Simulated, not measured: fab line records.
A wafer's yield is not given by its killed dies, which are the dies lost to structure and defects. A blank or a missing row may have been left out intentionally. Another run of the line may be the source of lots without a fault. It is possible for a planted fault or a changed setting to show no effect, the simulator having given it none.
Chamber matching || flow n5_finfet || N5_BEOL_M4_PRE_CLEAN_60 on cvd_co-01 has 3 sister chambers
The step time 15 s. 3 wafers are shown with their chamber, then 12 later ones without.

== WAFERS PAIRED WITH THEIR CHAMBERS ==
{"wafer": "L091.2", "chamber": 2, "heater_power_w (W)": 81}
{"wafer": "L091.3", "chamber": 1, "heater_power_w (W)": 60}
{"wafer": "L091.4", "chamber": 0, "heater_power_w (W)": 86}

== WAFERS WHOSE CHAMBER IS MISSING ==
{"wafer": "L089.2", "heater_power_w (W)": 82}
{"wafer": "L089.3", "heater_power_w (W)": 61}
{"wafer": "L089.6", "heater_power_w (W)": 81}
{"wafer": "L096.1", "heater_power_w (W)": 81}
{"wafer": "L096.3", "heater_power_w (W)": 88}
{"wafer": "L096.5", "heater_power_w (W)": 83}
{"wafer": "L095.1", "heater_power_w (W)": 83}
{"wafer": "L095.2", "heater_power_w (W)": 87}
{"wafer": "L095.4", "heater_power_w (W)": 61}
{"wafer": "L097.1", "heater_power_w (W)": 83}
{"wafer": "L097.4", "heater_power_w (W)": 82}
{"wafer": "L097.5", "heater_power_w (W)": 87}

== WHICH CHAMBER EACH ONE RAN IN ==
{"wafer": "L089.2", "from the rows above": 2, "in truth": 2}
{"wafer": "L089.3", "from the rows above": 1, "in truth": 1}
{"wafer": "L089.6", "from the rows above": 2, "in truth": 2}
{"wafer": "L096.1", "from the rows above": 2, "in truth": 2}
{"wafer": "L096.3", "from the rows above": 0, "in truth": 0}
{"wafer": "L096.5", "from the rows above": "can't be placed: 2 or 0", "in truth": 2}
{"wafer": "L095.1", "from the rows above": "can't be placed: 2 or 0", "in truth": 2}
{"wafer": "L095.2", "from the rows above": 0, "in truth": 0}
{"wafer": "L095.4", "from the rows above": 1, "in truth": 1}
{"wafer": "L097.1", "from the rows above": "can't be placed: 2 or 0", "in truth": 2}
{"wafer": "L097.4", "from the rows above": 2, "in truth": 2}
{"wafer": "L097.5", "from the rows above": 0, "in truth": 0}
9 of 12 placed correctly. Can't be placed from these rows: 3 (the true chamber is among the candidates in 3). 0 placed wrongly.
How it was worked out, from the rows above alone: a wafer's distance from a chamber is the root of the sum, over the readings, of the square of ((its reading less the chamber's mean) divided by the reading's scatter). The wafer belongs to the nearest chamber; if the next one is less than 2 further off, it can't be placed. A chamber's mean is the mean of its shown wafers. The scatter: root of mean squared gap, hidden wafer to nearest shown wafer, with one shown wafer a chamber.
